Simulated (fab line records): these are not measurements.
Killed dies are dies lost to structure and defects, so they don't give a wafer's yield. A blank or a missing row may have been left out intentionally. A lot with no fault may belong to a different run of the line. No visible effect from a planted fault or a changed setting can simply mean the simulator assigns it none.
Chamber matching / flow nand_harc / NHARC_THIN_TSV_DEP_43 on pecvd-04 has 3 sister chambers
The step deposits SiO2, target thk 1328.5 nm. 14 wafers are shown with their chamber, then 7 later ones without.

WAFERS PAIRED WITH THEIR CHAMBERS
wafer=L170.2; chamber=1; throttle_valve_pct (%)=16.2
wafer=L170.3; chamber=0; throttle_valve_pct (%)=15.9
wafer=L170.4; chamber=2; throttle_valve_pct (%)=17.1
wafer=L175.1; chamber=1; throttle_valve_pct (%)=16.3
wafer=L175.2; chamber=0; throttle_valve_pct (%)=16.1
wafer=L175.4; chamber=1; throttle_valve_pct (%)=16.0
wafer=L184.2; chamber=0; throttle_valve_pct (%)=16.0
wafer=L184.3; chamber=1; throttle_valve_pct (%)=16.3
wafer=L184.5; chamber=1; throttle_valve_pct (%)=16.3
wafer=L185.2; chamber=1; throttle_valve_pct (%)=16.3
wafer=L185.4; chamber=2; throttle_valve_pct (%)=16.7
wafer=L185.5; chamber=0; throttle_valve_pct (%)=16.1
wafer=L188.1; chamber=2; throttle_valve_pct (%)=17.1
wafer=L188.3; chamber=0; throttle_valve_pct (%)=16.1

SIGNATURES, as means of the wafers listed above
reading=throttle_valve_pct; chamber 0=16.040; chamber 1=16.233; chamber 2=16.967; scatter within a chamber=0.139
Rule: for a wafer and a chamber, the distance is found by dividing, reading by reading, the gap between the wafer's reading and the chamber's mean by the reading's scatter, squaring, summing and taking the root. The wafer belongs to the nearest chamber; if the next one is less than 2 further off, it can't be placed. The scatter is the square root of a quotient: the sum, over the shown wafers, of each reading's squared deviation from its chamber's mean, divided by wafers minus chambers.

WAFERS MISSING THEIR CHAMBER
wafer=L188.5; throttle_valve_pct (%)=16.5
wafer=L192.1; throttle_valve_pct (%)=17.0
wafer=L192.3; throttle_valve_pct (%)=16.3
wafer=L192.6; throttle_valve_pct (%)=16.3
wafer=L193.3; throttle_valve_pct (%)=16.2
wafer=L193.4; throttle_valve_pct (%)=17.0
wafer=L193.5; throttle_valve_pct (%)=16.7

EACH ONE'S CHAMBER
wafer=L188.5; from the rows above=can't be placed: 1 or 0 or 2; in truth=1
wafer=L192.1; from the rows above=2; in truth=2
wafer=L192.3; from the rows above=can't be placed: 1 or 0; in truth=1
wafer=L192.6; from the rows above=can't be placed: 1 or 0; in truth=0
wafer=L193.3; from the rows above=can't be placed: 1 or 0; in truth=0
wafer=L193.4; from the rows above=2; in truth=2
wafer=L193.5; from the rows above=can't be placed: 2 or 1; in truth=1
Placed correctly: 2 of 7. Not placeable from these rows: 5 (in 5, the candidates include the true chamber). Wrongly placed: 0.
